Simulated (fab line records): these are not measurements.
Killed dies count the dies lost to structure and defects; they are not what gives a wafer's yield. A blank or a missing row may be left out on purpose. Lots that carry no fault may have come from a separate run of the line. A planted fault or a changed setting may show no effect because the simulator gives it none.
Chamber matching / flow n5_finfet / N5_FIN_SAQP_ETCH_57 on rie_diel-02: 4 sister chambers
The step etches SiNx in CH3F/O2, target depth 32.5 nm, time 46.4 s. 8 wafers are shown with their chamber, then 7 later ones without.

## WAFERS, EACH WITH ITS CHAMBER
wafer=L079.1; chamber=1; showerhead_plenum_p_Torr (Torr)=2.09; oes_product_au (a.u.)=0.66
wafer=L080.3; chamber=3; showerhead_plenum_p_Torr (Torr)=1.93; oes_product_au (a.u.)=0.69
wafer=L080.5; chamber=0; showerhead_plenum_p_Torr (Torr)=1.92; oes_product_au (a.u.)=0.63
wafer=L086.3; chamber=2; showerhead_plenum_p_Torr (Torr)=2.11; oes_product_au (a.u.)=0.73
wafer=L086.5; chamber=3; showerhead_plenum_p_Torr (Torr)=1.93; oes_product_au (a.u.)=0.69
wafer=L086.6; chamber=0; showerhead_plenum_p_Torr (Torr)=1.92; oes_product_au (a.u.)=0.63
wafer=L090.3; chamber=2; showerhead_plenum_p_Torr (Torr)=2.10; oes_product_au (a.u.)=0.71
wafer=L090.5; chamber=1; showerhead_plenum_p_Torr (Torr)=2.09; oes_product_au (a.u.)=0.64

## WAFERS WITHOUT THEIR CHAMBER
wafer=L090.6; showerhead_plenum_p_Torr (Torr)=2.10; oes_product_au (a.u.)=0.71
wafer=L095.4; showerhead_plenum_p_Torr (Torr)=2.10; oes_product_au (a.u.)=0.69
wafer=L095.5; showerhead_plenum_p_Torr (Torr)=1.91; oes_product_au (a.u.)=0.61
wafer=L095.6; showerhead_plenum_p_Torr (Torr)=1.92; oes_product_au (a.u.)=0.66
wafer=L096.3; showerhead_plenum_p_Torr (Torr)=1.92; oes_product_au (a.u.)=0.65
wafer=L096.4; showerhead_plenum_p_Torr (Torr)=1.92; oes_product_au (a.u.)=0.66
wafer=L096.6; showerhead_plenum_p_Torr (Torr)=2.08; oes_product_au (a.u.)=0.64

## CHAMBER TAKEN BY EACH
wafer=L090.6; from the rows above=2; in truth=2
wafer=L095.4; from the rows above=can't be placed: 2 or 1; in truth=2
wafer=L095.5; from the rows above=0; in truth=0
wafer=L095.6; from the rows above=can't be placed: 0 or 3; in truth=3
wafer=L096.3; from the rows above=0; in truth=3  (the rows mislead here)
wafer=L096.4; from the rows above=can't be placed: 0 or 3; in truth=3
wafer=L096.6; from the rows above=1; in truth=1
Correctly placed: 3 of 7. From these rows, 3 cannot be placed; in 3 the true chamber is one of the candidates. 1 placed wrongly.
How it was worked out, from the rows above alone: a wafer's distance from a chamber is the root of the sum, over the readings, of the square of ((its reading less the chamber's mean) divided by the reading's scatter). If the next closest chamber is less than 2 further off than the closest, the wafer can't be placed; otherwise it belongs to the closest. For every chamber, the mean is computed from those of its wafers that are shown. The scatter: the root of (the sum of the squares of (reading less its chamber's mean) over the shown wafers, divided by (wafers less chambers)).
